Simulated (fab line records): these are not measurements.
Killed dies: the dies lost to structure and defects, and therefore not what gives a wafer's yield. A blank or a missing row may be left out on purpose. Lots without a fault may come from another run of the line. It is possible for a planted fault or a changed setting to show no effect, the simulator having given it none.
Which tool is to blame? + flow nand-harc + Sampling: 12 lots, 36 wafers, 5 of 1302 route steps

WHAT THE GAUGES SHOWED, per wafer
NHARC_END_SORT_01.
| lot  | measured     | on        | defect-limited-yield (%) | killed-at-array | killed-at-other | killed-at-periphery | killed-dies | killed-open | killed-short |
|------|--------------|-----------|--------------------------|-----------------|-----------------|---------------------|-------------|-------------|--------------|
| L991 | day 25 17:38 | prober-01 | 93 94 94                 | 36 28 27        | 4 2 5           | 9 13 9              | 49 43 41    | 5 2 2       | 3 2 3        |
| L993 | day 26 22:16 | prober-02 | 92 93 89                 | 40 41 64        | 2 0 1           | 12 5 9              | 54 46 74    | 1 5 6       | 3 1 4        |
| L996 | day 28 00:34 | prober-02 | 0 92 91                  | 52 49 60        | 4 2 2           | 621 5 2             | 677 56 64   | 2 1 2       | 0 2 0        |
| L104 | day 31 03:25 | prober-02 | 88 87 90                 | 66 80 64        | 1 0 0           | 11 8 6              | 78 88 70    | 3 8 3       | 1 0 3        |
| L106 | day 32 06:04 | prober-02 | 87 88 89                 | 87 71 67        | 0 1 1           | 3 8 9               | 90 80 77    | 5 4 4       | 1 0 4        |
| L107 | day 33 04:06 | prober-01 | 86 88 89                 | 88 78 66        | 3 0 0           | 2 0 7               | 93 78 73    | 6 1 7       | 6 5 3        |
| L108 | day 33 03:52 | prober-02 | 96 96 95                 | 26 27 28        | 1 0 1           | 3 3 3               | 30 30 32    | 4 2 4       | 6 4 3        |
| L110 | day 33 21:13 | prober-02 | 91 93 91                 | 55 44 55        | 0 0 1           | 3 3 3               | 58 47 59    | 2 3 4       | 3 0 2        |

WHICH TOOL RAN EACH LOT (tool, then ch and the chambers of the sampled wafers, then the start)
| lot  | NHARC_P_M1_PVD_21            | NHARC_THIN_TSV_ETCH_44             | NHARC_THIN_TSV_ETCH_15           | NHARC_THIN_TSV_STRIP_56              |
|------|------------------------------|------------------------------------|----------------------------------|--------------------------------------|
| L987 | pvd-sputter-02, day 6 13:16  | rie-diel-04 ch 0,2, day 24 01:57   | rie-si-06 ch 0,1,3, day 24 02:29 | plasma-asher-02 ch 0,1, day 24 08:14 |
| L989 | pvd-sputter-03, day 7 02:34  | rie-diel-04 ch 0,2, day 24 14:23   | rie-si-05 ch 1,2, day 24 14:59   | plasma-asher-01 ch 0,1, day 24 21:05 |
| L990 | pvd-sputter-03, day 7 16:10  | rie-diel-12 ch 0,1,3, day 25 03:29 | rie-si-01 ch 0,1,3, day 25 04:03 | plasma-asher-02 ch 0,1, day 25 09:55 |
| L991 | pvd-sputter-01, day 8 01:23  | rie-diel-06 ch 1,3, day 25 02:18   | rie-si-05 ch 1,2,3, day 25 02:52 | plasma-asher-01 ch 0,1, day 25 09:14 |
| L993 | pvd-sputter-03, day 9 00:38  | rie-diel-06 ch 0,1,3, day 26 05:53 | rie-si-01 ch 0,2, day 26 06:28   | plasma-asher-01 ch 0,1, day 26 12:10 |
| L994 | pvd-sputter-01, day 9 09:26  | rie-diel-04 ch 0,1,2, day 26 20:10 | rie-si-06 ch 0,3, day 26 20:37   | plasma-asher-02 ch 1, day 27 02:20   |
| L996 | pvd-sputter-01, day 10 00:03 | rie-diel-04 ch 1,3, day 27 05:31   | rie-si-06 ch 2, day 27 05:56     | plasma-asher-01 ch 1, day 27 11:56   |
| L104 | pvd-sputter-01, day 13 13:37 | rie-diel-06 ch 1,2,3, day 30 13:00 | rie-si-06 ch 0,3, day 30 13:28   | plasma-asher-01 ch 0,1, day 30 19:04 |
| L106 | pvd-sputter-02, day 14 07:17 | rie-diel-06 ch 0,3, day 31 16:15   | rie-si-01 ch 0,1,2, day 31 16:47 | plasma-asher-01 ch 0,1, day 31 22:24 |
| L107 | pvd-sputter-02, day 14 22:55 | rie-diel-12 ch 0,1,3, day 32 12:51 | rie-si-05 ch 0,1,3, day 32 13:16 | plasma-asher-01 ch 0,1, day 32 18:59 |
| L108 | pvd-sputter-01, day 14 23:02 | rie-diel-04 ch 0,2,3, day 32 13:54 | rie-si-01 ch 0,1,2, day 32 14:28 | plasma-asher-01 ch 0,1, day 32 20:25 |
| L110 | pvd-sputter-01, day 15 17:16 | rie-diel-04 ch 0,1,3, day 33 04:31 | rie-si-06 ch 0,1,2, day 33 05:13 | plasma-asher-01 ch 0,1, day 33 11:11 |
- NHARC_P_M1_PVD_21: deposits Cu, target thk 30 nm, time 20.49 s.
- NHARC_THIN_TSV_ETCH_44: etches the open film in CF4/O2, target depth 1594.2 nm, time 797.1 s.
- NHARC_THIN_TSV_ETCH_15: target depth 3000 nm, bosch target overetch cycles 2, bosch etch step 2.8 s.
- NHARC_THIN_TSV_STRIP_56: strips in O2.

WHAT THE TOOLS THEMSELVES READ (means of the sampled wafers that have a number; where no wafer has one, the mark that the record gives instead)
NHARC_P_M1_PVD_21.
| lot  | tool           | throttle-valve-pct (%) |
|------|----------------|------------------------|
| L987 | pvd-sputter-02 | 28.5                   |
| L989 | pvd-sputter-03 | 29.7                   |
| L990 | pvd-sputter-03 | 29.7                   |
| L991 | pvd-sputter-01 | 28.0                   |
| L993 | pvd-sputter-03 | 30.1                   |
| L994 | pvd-sputter-01 | 28.7                   |
| L996 | pvd-sputter-01 | 29.1                   |
| L104 | pvd-sputter-01 | 28.7                   |
| L106 | pvd-sputter-02 | 29.4                   |
| L107 | pvd-sputter-02 | 29.4                   |
| L108 | pvd-sputter-01 | 29.6                   |
| L110 | pvd-sputter-01 | 29.8                   |

NHARC_THIN_TSV_ETCH_44.
| lot  | tool        | drypump-motor-current-A (A) | oes-product-au (a.u.) | rf-vpp-V (V) | showerhead-plenum-p-Torr (Torr) | throttle-valve-pct (%) |
|------|-------------|-----------------------------|-----------------------|--------------|---------------------------------|------------------------|
| L987 | rie-diel-04 | 5.6                         | 1.000                 | 789          | 1.76                            | 16.915                 |
| L989 | rie-diel-04 | 5.6                         | 0.993                 | 790          | 1.76                            | 16.915                 |
| L990 | rie-diel-12 | 5.6                         | 0.996                 | 794          | 1.83                            | 16.914                 |
| L991 | rie-diel-06 | 5.9                         | 0.990                 | 790          | 1.77                            | 16.905                 |
| L993 | rie-diel-06 | 6.2                         | 0.985                 | 791          | 1.77                            | 16.912                 |
| L994 | rie-diel-04 | 5.5                         | 0.998                 | 794          | 1.83                            | 16.910                 |
| L996 | rie-diel-04 | 5.9                         | 1.008                 | 796          | 1.84                            | 16.907                 |
| L104 | rie-diel-06 | 6.3                         | 0.990                 | 791          | 1.78                            | 16.918                 |
| L106 | rie-diel-06 | 6.5                         | 1.002                 | 792          | 1.80                            | 16.921                 |
| L107 | rie-diel-12 | 5.6                         | 1.001                 | 794          | 1.83                            | 16.902                 |
| L108 | rie-diel-04 | 5.7                         | 0.996                 | 789          | 1.75                            | 16.911                 |
| L110 | rie-diel-04 | 5.6                         | 0.988                 | 793          | 1.82                            | 16.917                 |

NHARC_THIN_TSV_ETCH_15.
| lot  | tool      | drypump-motor-current-A (A) |
|------|-----------|-----------------------------|
| L987 | rie-si-06 | 5.8                         |
| L989 | rie-si-05 | 6.4                         |
| L990 | rie-si-01 | 5.4                         |
| L991 | rie-si-05 | 5.9                         |
| L993 | rie-si-01 | 5.6                         |
| L994 | rie-si-06 | 5.8                         |
| L996 | rie-si-06 | 6.5                         |
| L104 | rie-si-06 | 5.8                         |
| L106 | rie-si-01 | 5.5                         |
| L107 | rie-si-05 | 5.8                         |
| L108 | rie-si-01 | 5.5                         |
| L110 | rie-si-06 | 6.0                         |

NHARC_THIN_TSV_STRIP_56.
| lot  | tool            | drypump-motor-current-A (A) | heater-power-w (W) | rf-refl-power-W (W) |
|------|-----------------|-----------------------------|--------------------|---------------------|
| L987 | plasma-asher-02 | 6.4                         | 287                | 12                  |
| L989 | plasma-asher-01 | 4.9                         | 335                | -                   |
| L990 | plasma-asher-02 | 6.3                         | 293                | -                   |
| L991 | plasma-asher-01 | 5.1                         | 317                | 29                  |
| L993 | plasma-asher-01 | 5.1                         | 309                | 29                  |
| L994 | plasma-asher-02 | 6.4                         | 286                | 12                  |
| L996 | plasma-asher-01 | 4.7                         | 354                | 18                  |
| L104 | plasma-asher-01 | 4.9                         | 334                | 25                  |
| L106 | plasma-asher-01 | 5.1                         | 309                | 30                  |
| L107 | plasma-asher-01 | 5.1                         | 308                | 29                  |
| L108 | plasma-asher-01 | 5.1                         | 311                | -                   |
| L110 | plasma-asher-01 | 4.9                         | 336                | 25                  |

THE ANSWER, worked out from the rows above alone
Rule: the lots themselves supply what counts as usual. Put in order of their means at a reading, lots are off if they are a third of the lots or fewer, leave a main group of 4 or more, and stand apart from it by a gap of 3 or more times the standard deviation of the main group's means; of several such gaps the widest counts. If all means in a main group match to the digits the tables above print for the reading, that group is not used. Also off: a lot with no number at a reading for which 4 or more lots have one. The other lots that the step has rows for count as sound. After the gauges, taken in route order, come the tools' own readings; for these a lot's mean is taken, as printed above. The first step at which some lot is off is used, and at that step the reading that is off furthest; a lot without a number counts as furthest.
Off: L996, at NHARC_END_SORT_01 (killed-at-periphery). The main group has a mean of 6 with a standard deviation of 2.9. Neither off nor sound, because the step has no rows for them: L987, L989, L990, L994.
If a tool, at a process step before that reading, ran all the lots that are off and no sound lot after the first of them, it fits. Not tried: the gauges at NHARC_END_SORT_01; whatever is off there is also off at NHARC_THIN_TSV_STRIP_56, on other tools, and gauge error can't account for it. Of those tried, none fits.

WHAT WAS PUT IN BY THE SIMULATOR
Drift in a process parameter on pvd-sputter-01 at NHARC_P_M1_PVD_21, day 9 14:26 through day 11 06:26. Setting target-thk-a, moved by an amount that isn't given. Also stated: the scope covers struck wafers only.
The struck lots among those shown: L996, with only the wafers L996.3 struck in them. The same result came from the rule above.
